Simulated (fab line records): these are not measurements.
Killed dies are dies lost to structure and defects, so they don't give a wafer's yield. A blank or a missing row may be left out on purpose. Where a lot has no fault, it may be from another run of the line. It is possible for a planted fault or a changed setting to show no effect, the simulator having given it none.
The tool behind it: which one? / flow n5Finfet / 24 lots, 72 wafers sampled, at 6 steps of a route of 1938

## WHAT EACH GAUGE READ, for each wafer
N5_BEOL_M10_CD_MEAS_11 targets a cd of 64.1 nm. Usual: cdNm 64.2 nm, standard deviation 0.59.
lot=L074; measured=day 10 04:48; on=cdSem-02; cdNm (nm)=64.1 64.2 64.2; flag=
lot=L076; measured=day 10 05:08; on=cdSem-03; cdNm (nm)=62.7 63.8 63.8; flag=
lot=L077; measured=day 11 00:18; on=cdSem-02; cdNm (nm)=64.5 63.9 64.6; flag=
lot=L075; measured=day 11 00:46; on=cdSem-03; cdNm (nm)=64.7 63.4 63.7; flag=
lot=L078; measured=day 11 07:38; on=cdSem-01; cdNm (nm)=63.4 64.8 64.3; flag=
lot=L079; measured=day 11 07:46; on=cdSem-02; cdNm (nm)=63.2 64.5 63.8; flag=
lot=L082; measured=day 12 03:14; on=cdSem-03; cdNm (nm)=64.5 63.2 63.9; flag=
lot=L080; measured=day 12 03:37; on=cdSem-02; cdNm (nm)=64.1 64.1 63.2; flag=
lot=L083; measured=day 12 06:26; on=cdSem-02; cdNm (nm)=64.6 64.4 64.1; flag=
lot=L081; measured=day 12 10:43; on=cdSem-02; cdNm (nm)=63.6 63.4 64.2; flag=
lot=L085; measured=day 12 10:57; on=cdSem-01; cdNm (nm)=65.1 64.3 64.7; flag=
lot=L084; measured=day 13 08:55; on=cdSem-01; cdNm (nm)=63.8 64.6 63.9; flag=
lot=L086; measured=day 14 02:26; on=cdSem-01; cdNm (nm)=64.7 64.4 65.1; flag=
lot=L089; measured=day 14 05:22; on=cdSem-03; cdNm (nm)=64.1 64.6 64.0; flag=
lot=L088; measured=day 14 03:25; on=cdSem-02; cdNm (nm)=63.4 63.4 63.8; flag=
lot=L087; measured=day 14 02:49; on=cdSem-01; cdNm (nm)=64.8 64.6 64.7; flag=
lot=L090; measured=day 14 09:09; on=cdSem-03; cdNm (nm)=65.3 65.0 64.9; flag=
lot=L091; measured=day 14 13:34; on=cdSem-03; cdNm (nm)=65.0 64.3 64.6; flag=
lot=L092; measured=day 15 07:53; on=cdSem-02; cdNm (nm)=64.4 63.9 64.3; flag=
lot=L093; measured=day 15 08:02; on=cdSem-02; cdNm (nm)=63.8 63.8 64.3; flag=
lot=L094; measured=day 15 08:05; on=cdSem-03; cdNm (nm)=63.1 63.1 63.5; flag=
lot=L095; measured=day 15 15:20; on=cdSem-02; cdNm (nm)=64.3 63.5 64.4; flag=
lot=L096; measured=day 16 07:56; on=cdSem-02; cdNm (nm)=64.2 64.3 64.5; flag=
lot=L097; measured=day 16 18:26; on=cdSem-01; cdNm (nm)=64.4 65.3 65.2; flag=

N5_BEOL_M10_OVL_MEAS_12. Usual: M10_OVL gives 0.1 nm (standard deviation 0.67).
lot=L074; measured=day 10 04:50; on=overlay-01; M10_OVL (nm)=-1.1 -0.4 -1.0; flag=
lot=L076; measured=day 10 05:10; on=overlay-02; M10_OVL (nm)=0.8 1.1 0.6; flag=
lot=L077; measured=day 11 00:20; on=overlay-01; M10_OVL (nm)=0.7 0.3 0.4; flag=
lot=L075; measured=day 11 00:48; on=overlay-01; M10_OVL (nm)=-0.7 -0.6 -0.8; flag=
lot=L078; measured=day 11 07:40; on=overlay-02; M10_OVL (nm)=0.4 0.0 0.6; flag=
lot=L079; measured=day 11 07:48; on=overlay-02; M10_OVL (nm)=0.7 0.0 -0.2; flag=
lot=L082; measured=day 12 03:16; on=overlay-02; M10_OVL (nm)=0.3 0.2 -0.4; flag=
lot=L080; measured=day 12 03:39; on=overlay-02; M10_OVL (nm)=-0.2 0.5 0.8; flag=
lot=L083; measured=day 12 06:28; on=overlay-02; M10_OVL (nm)=0.6 1.3 0.8; flag=
lot=L081; measured=day 12 10:44; on=overlay-01; M10_OVL (nm)=1.1 1.8 0.5; flag=
lot=L085; measured=day 12 10:59; on=overlay-01; M10_OVL (nm)=0.6 0.7 0.2; flag=
lot=L084; measured=day 13 08:56; on=overlay-02; M10_OVL (nm)=0.0 1.6 -0.4; flag=
lot=L086; measured=day 14 02:28; on=overlay-02; M10_OVL (nm)=-0.8 -0.3 -0.8; flag=
lot=L089; measured=day 14 05:23; on=overlay-01; M10_OVL (nm)=0.8 1.1 0.1; flag=
lot=L088; measured=day 14 03:27; on=overlay-02; M10_OVL (nm)=-0.6 -0.1 -0.8; flag=
lot=L087; measured=day 14 02:50; on=overlay-01; M10_OVL (nm)=0.2 0.0 -0.1; flag=
lot=L090; measured=day 14 09:11; on=overlay-01; M10_OVL (nm)=0.0 1.3 0.4; flag=
lot=L091; measured=day 14 13:35; on=overlay-02; M10_OVL (nm)=-0.8 0.0 -0.1; flag=
lot=L092; measured=day 15 07:55; on=overlay-02; M10_OVL (nm)=0.5 -0.3 0.3; flag=
lot=L093; measured=day 15 08:04; on=overlay-01; M10_OVL (nm)=-0.1 -0.4 -0.6; flag=
lot=L094; measured=day 15 08:07; on=overlay-02; M10_OVL (nm)=-0.2 -0.4 1.1; flag=
lot=L095; measured=day 15 15:22; on=overlay-02; M10_OVL (nm)=0.4 0.7 0.2; flag=
lot=L096; measured=day 16 07:58; on=overlay-01; M10_OVL (nm)=0.8 -0.1 0.3; flag=
lot=L097; measured=day 16 18:28; on=overlay-01; M10_OVL (nm)=0.2 0.7 0.0; flag=

N5_BEOL_M10_CD_MEAS_18: pitch 140 nm, target cd 70 nm. Usual: cdNm 70.3 nm, standard deviation 0.67.
lot=L074; measured=day 10 05:22; on=cdSem-02; cdNm (nm)=70.6 70.2 70.0; flag=
lot=L076; measured=day 10 05:41; on=cdSem-02; cdNm (nm)=68.6 69.9 68.9; flag=
lot=L077; measured=day 11 01:18; on=cdSem-02; cdNm (nm)=70.1 70.3 70.7; flag=
lot=L075; measured=day 11 01:31; on=cdSem-01; cdNm (nm)=70.4 69.6 69.7; flag=
lot=L078; measured=day 11 08:11; on=cdSem-03; cdNm (nm)=69.7 70.6 70.4; flag=
lot=L079; measured=day 11 08:31; on=cdSem-02; cdNm (nm)=69.6 70.9 69.8; flag=
lot=L082; measured=day 12 03:55; on=cdSem-02; cdNm (nm)=70.5 69.4 70.2; flag=
lot=L080; measured=day 12 04:13; on=cdSem-03; cdNm (nm)=70.1 70.1 69.6; flag=
lot=L083; measured=day 12 07:25; on=cdSem-02; cdNm (nm)=70.7 70.2 69.7; flag=
lot=L081; measured=day 12 11:15; on=cdSem-01; cdNm (nm)=69.1 69.5 69.9; flag=
lot=L085; measured=day 12 11:29; on=cdSem-02; cdNm (nm)=71.9 71.1 71.1; flag=
lot=L084; measured=day 13 09:36; on=cdSem-03; cdNm (nm)=70.2 71.1 70.2; flag=
lot=L086; measured=day 14 03:07; on=cdSem-02; cdNm (nm)=70.2 69.9 71.2; flag=
lot=L089; measured=day 14 05:59; on=cdSem-01; cdNm (nm)=70.0 70.5 69.5; flag=
lot=L088; measured=day 14 03:58; on=cdSem-02; cdNm (nm)=69.6 69.2 69.2; flag=
lot=L087; measured=day 14 03:21; on=cdSem-03; cdNm (nm)=70.9 71.2 71.3; flag=
lot=L090; measured=day 14 09:52; on=cdSem-03; cdNm (nm)=71.4 70.8 71.3; flag=
lot=L091; measured=day 14 14:19; on=cdSem-01; cdNm (nm)=70.8 70.1 70.7; flag=
lot=L092; measured=day 15 08:47; on=cdSem-03; cdNm (nm)=69.7 70.0 70.8; flag=
lot=L093; measured=day 15 09:02; on=cdSem-01; cdNm (nm)=69.5 69.8 69.5; flag=
lot=L094; measured=day 15 09:05; on=cdSem-03; cdNm (nm)=69.9 69.5 69.6; flag=
lot=L095; measured=day 15 16:05; on=cdSem-03; cdNm (nm)=71.1 69.4 70.2; flag=
lot=L096; measured=day 16 08:30; on=cdSem-03; cdNm (nm)=70.3 69.8 70.5; flag=
lot=L097; measured=day 16 18:59; on=cdSem-03; cdNm (nm)=70.4 71.2 70.8; flag=

N5_BEOL_M10_OVL_MEAS_29. Usual: V9_OVL gives -0.3 nm (standard deviation 0.69).
lot=L074; measured=day 10 05:49; on=overlay-01; V9_OVL (nm)=-0.3 0.7 0.3; flag=
lot=L076; measured=day 10 06:35; on=overlay-01; V9_OVL (nm)=0.2 0.2 0.1; flag=
lot=L077; measured=day 11 01:45; on=overlay-01; V9_OVL (nm)=-0.2 0.9 0.2; flag=
lot=L075; measured=day 11 04:22; on=overlay-01; V9_OVL (nm)=0.1 0.1 -0.4; flag=
lot=L078; measured=day 11 11:20; on=overlay-02; V9_OVL (nm)=-2.0 0.4 -0.8; flag=
lot=L079; measured=day 11 11:10; on=overlay-02; V9_OVL (nm)=-1.4 -0.5 -0.6; flag=
lot=L082; measured=day 12 05:49; on=overlay-01; V9_OVL (nm)=-0.6 -1.2 -0.5; flag=
lot=L080; measured=day 12 05:38; on=overlay-02; V9_OVL (nm)=0.7 0.0 0.2; flag=
lot=L083; measured=day 12 07:58; on=overlay-02; V9_OVL (nm)=-0.4 -0.6 0.0; flag=
lot=L081; measured=day 12 12:17; on=overlay-02; V9_OVL (nm)=0.1 -1.2 0.3; flag=
lot=L085; measured=day 12 11:56; on=overlay-01; V9_OVL (nm)=-1.1 -0.8 0.5; flag=
lot=L084; measured=day 13 10:32; on=overlay-01; V9_OVL (nm)=-0.4 -1.4 -0.7; flag=
lot=L086; measured=day 14 04:12; on=overlay-02; V9_OVL (nm)=-0.7 0.0 -0.2; flag=
lot=L089; measured=day 14 07:28; on=overlay-01; V9_OVL (nm)=-0.2 -1.0 0.3; flag=
lot=L088; measured=day 14 04:26; on=overlay-02; V9_OVL (nm)=0.5 0.0 -1.1; flag=
lot=L087; measured=day 14 04:02; on=overlay-02; V9_OVL (nm)=-0.9 -0.8 0.0; flag=
lot=L090; measured=day 14 12:38; on=overlay-02; V9_OVL (nm)=-0.5 -0.1 0.3; flag=
lot=L091; measured=day 14 15:37; on=overlay-01; V9_OVL (nm)=-0.1 0.1 -0.4; flag=
lot=L092; measured=day 15 10:22; on=overlay-01; V9_OVL (nm)=-1.1 0.2 -0.4; flag=
lot=L093; measured=day 15 10:32; on=overlay-01; V9_OVL (nm)=0.2 0.3 0.2; flag=
lot=L094; measured=day 15 10:41; on=overlay-01; V9_OVL (nm)=-0.8 -0.5 -0.1; flag=
lot=L095; measured=day 15 18:22; on=overlay-01; V9_OVL (nm)=-1.5 -0.2 -1.8; flag=
lot=L096; measured=day 16 10:33; on=overlay-02; V9_OVL (nm)=0.7 0.6 -0.5; flag=
lot=L097; measured=day 16 19:47; on=overlay-02; V9_OVL (nm)=0.1 0.4 0.7; flag=

## TOOL THAT RAN EACH LOT (tool first, then ch and the chambers of the sampled wafers, then the start)
lot=L074; N5_BEOL_M9_STRIP_80=rieDiel-06 ch 2,3, day 10 01:16 or earlier; N5_BEOL_M10_ILD_DEP_00=pecvd-04 ch 0, day 10 01:16
lot=L076; N5_BEOL_M9_STRIP_80=rieDiel-01 ch 1,2,3, day 10 01:23 or earlier; N5_BEOL_M10_ILD_DEP_00=pecvd-01 ch 0,1,2, day 10 01:23
lot=L077; N5_BEOL_M9_STRIP_80=rieDiel-06 ch 0,1, day 10 21:13 or earlier; N5_BEOL_M10_ILD_DEP_00=pecvd-04 ch 0,2, day 10 21:13
lot=L075; N5_BEOL_M9_STRIP_80=rieDiel-01 ch 0,2, day 10 21:22 or earlier; N5_BEOL_M10_ILD_DEP_00=pecvd-01 ch 0,1,2, day 10 21:22
lot=L078; N5_BEOL_M9_STRIP_80=rieDiel-05 ch 0,1,2, day 11 05:44 or earlier; N5_BEOL_M10_ILD_DEP_00=pecvd-01 ch 1,2, day 11 05:44
lot=L079; N5_BEOL_M9_STRIP_80=rieDiel-05 ch 0,2,3, day 11 05:57 or earlier; N5_BEOL_M10_ILD_DEP_00=pecvd-01 ch 0,1,2, day 11 05:57
lot=L082; N5_BEOL_M9_STRIP_80=rieDiel-05 ch 0,1,2, day 12 00:46 or earlier; N5_BEOL_M10_ILD_DEP_00=pecvd-01 ch 0,1,2, day 12 00:46
lot=L080; N5_BEOL_M9_STRIP_80=rieDiel-06 ch 0,3, day 12 01:50 or earlier; N5_BEOL_M10_ILD_DEP_00=pecvd-02 ch 0,2, day 12 01:50
lot=L083; N5_BEOL_M9_STRIP_80=rieDiel-01 ch 1,3, day 12 02:50 or earlier; N5_BEOL_M10_ILD_DEP_00=pecvd-04 ch 1,2, day 12 02:50
lot=L081; N5_BEOL_M9_STRIP_80=rieDiel-06 ch 0,1,2, day 12 08:27 or earlier; N5_BEOL_M10_ILD_DEP_00=pecvd-02 ch 0,2, day 12 08:27
lot=L085; N5_BEOL_M9_STRIP_80=rieDiel-01 ch 1,2, day 12 08:43 or earlier; N5_BEOL_M10_ILD_DEP_00=pecvd-01 ch 0,1,2, day 12 08:43
lot=L084; N5_BEOL_M9_STRIP_80=rieDiel-01 ch 1,2, day 13 05:31 or earlier; N5_BEOL_M10_ILD_DEP_00=pecvd-04 ch 1,2, day 13 05:31
lot=L086; N5_BEOL_M9_STRIP_80=rieDiel-06 ch 0,1,3, day 14 00:00 or earlier; N5_BEOL_M10_ILD_DEP_00=pecvd-02 ch 0,1, day 14 00:00
lot=L089; N5_BEOL_M9_STRIP_80=rieDiel-06 ch 1,2, day 14 01:44 or earlier; N5_BEOL_M10_ILD_DEP_00=pecvd-02 ch 0,1, day 14 01:44
lot=L088; N5_BEOL_M9_STRIP_80=rieDiel-01 ch 0,1,2, day 14 02:06 or earlier; N5_BEOL_M10_ILD_DEP_00=pecvd-01 ch 0,2, day 14 02:06
lot=L087; N5_BEOL_M9_STRIP_80=rieDiel-05 ch 0,1,3, day 14 01:20 or earlier; N5_BEOL_M10_ILD_DEP_00=pecvd-01 ch 1,2, day 14 01:20
lot=L090; N5_BEOL_M9_STRIP_80=rieDiel-01 ch 0,1,2, day 14 07:04 or earlier; N5_BEOL_M10_ILD_DEP_00=pecvd-01 ch 0,1,2, day 14 07:04
lot=L091; N5_BEOL_M9_STRIP_80=rieDiel-06 ch 0,2,3, day 14 10:38 or earlier; N5_BEOL_M10_ILD_DEP_00=pecvd-01 ch 0,1, day 14 10:38
lot=L092; N5_BEOL_M9_STRIP_80=rieDiel-05 ch 0,1,3, day 15 04:48 or earlier; N5_BEOL_M10_ILD_DEP_00=pecvd-04 ch 0,1, day 15 04:48
lot=L093; N5_BEOL_M9_STRIP_80=rieDiel-01 ch 1,3, day 15 05:05 or earlier; N5_BEOL_M10_ILD_DEP_00=pecvd-01 ch 0,1, day 15 05:05
lot=L094; N5_BEOL_M9_STRIP_80=rieDiel-01 ch 1,3, day 15 06:40 or earlier; N5_BEOL_M10_ILD_DEP_00=pecvd-02 ch 1,2, day 15 06:40
lot=L095; N5_BEOL_M9_STRIP_80=rieDiel-06 ch 0,1,2, day 15 14:02 or earlier; N5_BEOL_M10_ILD_DEP_00=pecvd-01 ch 0,1,2, day 15 14:02
lot=L096; N5_BEOL_M9_STRIP_80=rieDiel-01 ch 1,2,3, day 16 06:12 or earlier; N5_BEOL_M10_ILD_DEP_00=pecvd-04 ch 0,2, day 16 06:12
lot=L097; N5_BEOL_M9_STRIP_80=rieDiel-06 ch 1,2,3, day 16 16:44 or earlier; N5_BEOL_M10_ILD_DEP_00=pecvd-04 ch 1,2, day 16 16:44
- N5_BEOL_M9_STRIP_80: strips in N2/H2, time 10 s.
- N5_BEOL_M10_ILD_DEP_00: deposits SiCOH lowk from DEMS/porogen, target thk 308.51 nm, time 58 s.

## WHAT THE TOOLS THEMSELVES READ (means of the sampled wafers that have a number; where no wafer has one, the mark that the record gives instead)
N5_BEOL_M9_STRIP_80. Usual: drypumpMotorCurrentA 5.8 A, standard deviation 0.45; oesProductAu 0.81 a.u., standard deviation 0.1; rfVppV 59.3 V, standard deviation 0.89; showerheadPlenumPTorr 2.56 Torr, standard deviation 0.097; throttleValvePct 23.7 %, standard deviation 0.31.
lot=L074; tool=rieDiel-06; drypumpMotorCurrentA (A)=5.8; oesProductAu (a.u.)=0.74; rfVppV (V)=59.3; showerheadPlenumPTorr (Torr)=2.43; throttleValvePct (%)=24.1; flag=
lot=L076; tool=rieDiel-01; drypumpMotorCurrentA (A)=5.7; oesProductAu (a.u.)=0.79; rfVppV (V)=59.2; showerheadPlenumPTorr (Torr)=2.51; throttleValvePct (%)=23.5; flag=
lot=L077; tool=rieDiel-06; drypumpMotorCurrentA (A)=5.7; oesProductAu (a.u.)=0.92; rfVppV (V)=59.2; showerheadPlenumPTorr (Torr)=2.68; throttleValvePct (%)=23.8; flag=
lot=L075; tool=rieDiel-01; drypumpMotorCurrentA (A)=6.5; oesProductAu (a.u.)=0.73; rfVppV (V)=59.2; showerheadPlenumPTorr (Torr)=2.49; throttleValvePct (%)=23.5; flag=
lot=L078; tool=rieDiel-05; drypumpMotorCurrentA (A)=5.7; oesProductAu (a.u.)=0.85; rfVppV (V)=59.2; showerheadPlenumPTorr (Torr)=2.55; throttleValvePct (%)=23.7; flag=
lot=L079; tool=rieDiel-05; drypumpMotorCurrentA (A)=5.6; oesProductAu (a.u.)=0.79; rfVppV (V)=58.9; showerheadPlenumPTorr (Torr)=2.56; throttleValvePct (%)=24.0; flag=
lot=L082; tool=rieDiel-05; drypumpMotorCurrentA (A)=5.7; oesProductAu (a.u.)=0.84; rfVppV (V)=59.3; showerheadPlenumPTorr (Torr)=2.54; throttleValvePct (%)=23.7; flag=
lot=L080; tool=rieDiel-06; drypumpMotorCurrentA (A)=5.7; oesProductAu (a.u.)=0.89; rfVppV (V)=59.8; showerheadPlenumPTorr (Torr)=2.55; throttleValvePct (%)=23.5; flag=
lot=L083; tool=rieDiel-01; drypumpMotorCurrentA (A)=5.2; oesProductAu (a.u.)=0.76; rfVppV (V)=59.4; showerheadPlenumPTorr (Torr)=2.58; throttleValvePct (%)=23.7; flag=
lot=L081; tool=rieDiel-06; drypumpMotorCurrentA (A)=5.8; oesProductAu (a.u.)=0.89; rfVppV (V)=59.8; showerheadPlenumPTorr (Torr)=2.68; throttleValvePct (%)=24.0; flag=
lot=L085; tool=rieDiel-01; drypumpMotorCurrentA (A)=5.3; oesProductAu (a.u.)=0.70; rfVppV (V)=59.7; showerheadPlenumPTorr (Torr)=2.55; throttleValvePct (%)=23.6; flag=
lot=L084; tool=rieDiel-01; drypumpMotorCurrentA (A)=5.6; oesProductAu (a.u.)=0.70; rfVppV (V)=60.1; showerheadPlenumPTorr (Torr)=2.49; throttleValvePct (%)=23.5; flag=
lot=L086; tool=rieDiel-06; drypumpMotorCurrentA (A)=5.9; oesProductAu (a.u.)=0.83; rfVppV (V)=59.5; showerheadPlenumPTorr (Torr)=2.60; throttleValvePct (%)=23.8; flag=
lot=L089; tool=rieDiel-06; drypumpMotorCurrentA (A)=5.9; oesProductAu (a.u.)=0.87; rfVppV (V)=60.2; showerheadPlenumPTorr (Torr)=2.68; throttleValvePct (%)=24.2; flag=
lot=L088; tool=rieDiel-01; drypumpMotorCurrentA (A)=5.9; oesProductAu (a.u.)=0.70; rfVppV (V)=59.4; showerheadPlenumPTorr (Torr)=2.51; throttleValvePct (%)=23.6; flag=
lot=L087; tool=rieDiel-05; drypumpMotorCurrentA (A)=5.9; oesProductAu (a.u.)=0.77; rfVppV (V)=59.6; showerheadPlenumPTorr (Torr)=2.55; throttleValvePct (%)=23.7; flag=
lot=L090; tool=rieDiel-01; drypumpMotorCurrentA (A)=5.9; oesProductAu (a.u.)=0.69; rfVppV (V)=59.1; showerheadPlenumPTorr (Torr)=2.51; throttleValvePct (%)=23.6; flag=
lot=L091; tool=rieDiel-06; drypumpMotorCurrentA (A)=5.7; oesProductAu (a.u.)=0.87; rfVppV (V)=59.4; showerheadPlenumPTorr (Torr)=2.62; throttleValvePct (%)=23.8; flag=
lot=L092; tool=rieDiel-05; drypumpMotorCurrentA (A)=5.9; oesProductAu (a.u.)=0.77; rfVppV (V)=59.2; showerheadPlenumPTorr (Torr)=2.54; throttleValvePct (%)=23.7; flag=
lot=L093; tool=rieDiel-01; drypumpMotorCurrentA (A)=5.6; oesProductAu (a.u.)=0.80; rfVppV (V)=59.1; showerheadPlenumPTorr (Torr)=2.52; throttleValvePct (%)=23.6; flag=
lot=L094; tool=rieDiel-01; drypumpMotorCurrentA (A)=5.6; oesProductAu (a.u.)=0.80; rfVppV (V)=59.6; showerheadPlenumPTorr (Torr)=2.52; throttleValvePct (%)=23.6; flag=
lot=L095; tool=rieDiel-06; drypumpMotorCurrentA (A)=5.8; oesProductAu (a.u.)=0.84; rfVppV (V)=59.5; showerheadPlenumPTorr (Torr)=2.67; throttleValvePct (%)=24.0; flag=
lot=L096; tool=rieDiel-01; drypumpMotorCurrentA (A)=5.6; oesProductAu (a.u.)=0.83; rfVppV (V)=57.9; showerheadPlenumPTorr (Torr)=2.50; throttleValvePct (%)=23.5; flag=
lot=L097; tool=rieDiel-06; drypumpMotorCurrentA (A)=6.0; oesProductAu (a.u.)=0.80; rfVppV (V)=59.8; showerheadPlenumPTorr (Torr)=2.60; throttleValvePct (%)=24.0; flag=

N5_BEOL_M10_ILD_DEP_00. Usual: heaterPowerW 352 W, standard deviation 68; showerheadPlenumPTorr 5.743 Torr, standard deviation 0.018; throttleValvePct 14.2 %, standard deviation 1.2.
lot=L074; tool=pecvd-04; heaterPowerW (W)=249; showerheadPlenumPTorr (Torr)=5.760; throttleValvePct (%)=12.9; flag=
lot=L076; tool=pecvd-01; heaterPowerW (W)=370; showerheadPlenumPTorr (Torr)=5.739; throttleValvePct (%)=14.0; flag=
lot=L077; tool=pecvd-04; heaterPowerW (W)=203; showerheadPlenumPTorr (Torr)=5.725; throttleValvePct (%)=12.9; flag=
lot=L075; tool=pecvd-01; heaterPowerW (W)=366; showerheadPlenumPTorr (Torr)=5.746; throttleValvePct (%)=14.0; flag=
lot=L078; tool=pecvd-01; heaterPowerW (W)=328; showerheadPlenumPTorr (Torr)=5.752; throttleValvePct (%)=14.8; flag=
lot=L079; tool=pecvd-01; heaterPowerW (W)=385; showerheadPlenumPTorr (Torr)=5.748; throttleValvePct (%)=14.0; flag=
lot=L082; tool=pecvd-01; heaterPowerW (W)=356; showerheadPlenumPTorr (Torr)=5.751; throttleValvePct (%)=14.0; flag=
lot=L080; tool=pecvd-02; heaterPowerW (W)=419; showerheadPlenumPTorr (Torr)=5.748; throttleValvePct (%)=14.7; flag=
lot=L083; tool=pecvd-04; heaterPowerW (W)=252; showerheadPlenumPTorr (Torr)=5.724; throttleValvePct (%)=14.0; flag=
lot=L081; tool=pecvd-02; heaterPowerW (W)=406; showerheadPlenumPTorr (Torr)=5.743; throttleValvePct (%)=14.9; flag=
lot=L085; tool=pecvd-01; heaterPowerW (W)=375; showerheadPlenumPTorr (Torr)=5.748; throttleValvePct (%)=13.9; flag=
lot=L084; tool=pecvd-04; heaterPowerW (W)=276; showerheadPlenumPTorr (Torr)=5.717; throttleValvePct (%)=14.0; flag=
lot=L086; tool=pecvd-02; heaterPowerW (W)=353; showerheadPlenumPTorr (Torr)=5.738; throttleValvePct (%)=14.5; flag=
lot=L089; tool=pecvd-02; heaterPowerW (W)=351; showerheadPlenumPTorr (Torr)=5.737; throttleValvePct (%)=14.5; flag=
lot=L088; tool=pecvd-01; heaterPowerW (W)=410; showerheadPlenumPTorr (Torr)=5.741; throttleValvePct (%)=13.1; flag=
lot=L087; tool=pecvd-01; heaterPowerW (W)=347; showerheadPlenumPTorr (Torr)=5.734; throttleValvePct (%)=14.0; flag=
lot=L090; tool=pecvd-01; heaterPowerW (W)=378; showerheadPlenumPTorr (Torr)=5.748; throttleValvePct (%)=14.1; flag=
lot=L091; tool=pecvd-01; heaterPowerW (W)=370; showerheadPlenumPTorr (Torr)=5.751; throttleValvePct (%)=14.9; flag=
lot=L092; tool=pecvd-04; heaterPowerW (W)=329; showerheadPlenumPTorr (Torr)=5.757; throttleValvePct (%)=14.8; flag=
lot=L093; tool=pecvd-01; heaterPowerW (W)=357; showerheadPlenumPTorr (Torr)=5.754; throttleValvePct (%)=14.9; flag=
lot=L094; tool=pecvd-02; heaterPowerW (W)=363; showerheadPlenumPTorr (Torr)=5.739; throttleValvePct (%)=14.6; flag=
lot=L095; tool=pecvd-01; heaterPowerW (W)=364; showerheadPlenumPTorr (Torr)=5.729; throttleValvePct (%)=14.0; flag=
lot=L096; tool=pecvd-04; heaterPowerW (W)=232; showerheadPlenumPTorr (Torr)=5.712; throttleValvePct (%)=13.4; flag=
lot=L097; tool=pecvd-04; heaterPowerW (W)=301; showerheadPlenumPTorr (Torr)=5.736; throttleValvePct (%)=15.0; flag=

## THE ANSWER, worked out from the rows above alone
Rule: a lot is off if the mean of its wafers that have a number lies more than 3 standard deviations from the usual mean. Also off: a lot with no number at a reading for which 4 or more lots have one. All remaining lots with rows at the step are treated as sound. First the gauges in route order, then the tools' own readings, where a lot's mean is used as printed above. The first step at which some lot is off is used, and at that step the reading that is off furthest; a lot without a number counts as furthest.
No lot is off on any of the readings shown, so nothing can be concluded from this.

## WHAT THE SIMULATOR HAD PUT IN
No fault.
